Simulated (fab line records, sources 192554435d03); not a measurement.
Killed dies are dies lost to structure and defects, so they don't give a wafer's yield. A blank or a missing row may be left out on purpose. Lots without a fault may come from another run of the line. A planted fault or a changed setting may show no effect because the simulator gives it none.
One fault seen from 2 desks | flow n5_finfet | each desk has only its own numbers; what lay behind them comes last

THE METROLOGY DESK
What the gauges read, lot by lot, whatever tool the lot ran on: means of the sampled wafers that have a number. A lot is out of limits, marked OUT, if its mean lies more than 4 standard deviations from the usual mean; the brackets give that distance. Of its 12 readings 7 are shown: those that lie furthest out on some lot.
Columns: A = V3_OVL at N5_BEOL_M4_OVL_MEAS_29, usual -0.4 nm; B = trench_depth_nm at N5_BEOL_M4_OCD_MEAS_38, usual 55.8 nm; C = DIBL_P at N5_BEOL_M4_RC_MEAS_101, usual 36.9 mV/V; D = IOFF_P at N5_BEOL_M4_RC_MEAS_101, usual 0.22 nA/um; E = ION_P at N5_BEOL_M4_RC_MEAS_101, usual 465 uA/um; F = SS_P at N5_BEOL_M4_RC_MEAS_101, usual 73.5 mV/dec; G = VT_P at N5_BEOL_M4_RC_MEAS_101, usual -250 mV
lot  | first seen here | A    | B    | C    | D    | E   | F    | G
L312 | day 7 21:15     | -0.6 | 55.3 | 40.0 | 0.25 | 466 | 74.0 | -250
L314 | day 8 14:25     | -0.0 | 54.4 | 36.8 | 0.17 | 457 | 73.5 | -255
L319 | day 9 03:43     | -0.4 | 54.5 | 39.0 | 0.23 | 458 | 74.0 | -250
L318 | day 9 09:06     | -1.1 | 53.9 | 41.8 | 0.38 | 482 | 74.8 | -240
L324 | day 11 03:56    | -0.2 | 53.1 | 38.8 | 0.25 | 470 | 73.9 | -247
L331 | day 12 19:05    | 0.0  | 54.5 | 33.1 | 0.17 | 457 | 72.2 | -252
L335 | day 13 14:32    | 0.2  | 55.6 | 38.0 | 0.21 | 463 | 73.4 | -252
L332 | day 13 18:36    | -2.0 | 55.6 | 37.5 | 0.24 | 466 | 74.2 | -248
L334 | day 13 19:18    | -1.7 | 56.6 | 33.8 | 0.17 | 455 | 72.6 | -252
This desk's finding: nothing out of limits on any of the 9 lots.

THE TOOL OWNER'S DESK: rie_diel-01
The tool's own readings at N5_BEOL_M4_TRENCH_ETCH_37 (etches SiOC in C4F6/O2, target depth 55.555 nm, time 29.2 s): means of the sampled wafers that have a number, for each lot that ran on this tool. A lot is out of limits, marked OUT, if its mean lies more than 4 standard deviations from the usual mean; the brackets give that distance. Of its 8 readings 7 are shown: the one that was out of limits first, and those that lie furthest out on some lot.
Columns: A = bias_w at N5_BEOL_M4_TRENCH_ETCH_37, usual 185.1 W; B = drypump_motor_current_A at N5_BEOL_M4_TRENCH_ETCH_37, usual 5.5 A; C = oes_ar_750_au at N5_BEOL_M4_TRENCH_ETCH_37, usual 0.78 a.u.; D = oes_product_au at N5_BEOL_M4_TRENCH_ETCH_37, usual 0.78 a.u.; E = rf_vpp_V at N5_BEOL_M4_TRENCH_ETCH_37, usual 667 V; F = showerhead_plenum_p_Torr at N5_BEOL_M4_TRENCH_ETCH_37, usual 2.85 Torr; G = throttle_valve_pct at N5_BEOL_M4_TRENCH_ETCH_37, usual 20.83 %
lot  | first seen here | A               | B   | C    | D    | E   | F    | G
L314 | day 8 17:26     | 185.0           | 5.9 | 0.71 | 0.70 | 647 | 2.86 | 20.88
L319 | day 9 09:58     | 185.5           | 6.4 | 0.69 | 0.69 | 650 | 2.86 | 20.76
L318 | day 9 17:31     | 185.4           | 6.1 | 0.72 | 0.71 | 640 | 2.75 | 21.27
L324 | day 11 07:16    | 168.5 (-32) OUT | 6.0 | 0.69 | 0.68 | 598 | 2.85 | 20.91
L332 | day 13 20:22    | 185.0           | 5.5 | 0.82 | 0.81 | 649 | 2.83 | 20.87
This desk's finding: out of limits on L324; first on L324, day 11 07:16 (bias_w at N5_BEOL_M4_TRENCH_ETCH_37). In limits: L314, L319, L318, L332.

PUT TOGETHER
The tool owner's desk could have raised an alarm at day 11 07:16, on L324.
The metrology desk saw nothing out of limits.
The metrology desk has L324 on record, within its limits.
Of the lots named, all ran N5_BEOL_M4_TRENCH_ETCH_37 on rie_diel-01.

WHAT THE SIMULATOR HAD PUT IN
Process parameter drift: rie_diel-01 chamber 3, from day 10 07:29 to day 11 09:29, at N5_BEOL_M4_TRENCH_ETCH_37. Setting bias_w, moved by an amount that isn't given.
Lots struck among those shown: L324.
Hours from the fault's start to each desk's first reading out of limits: the tool owner's desk, 24.
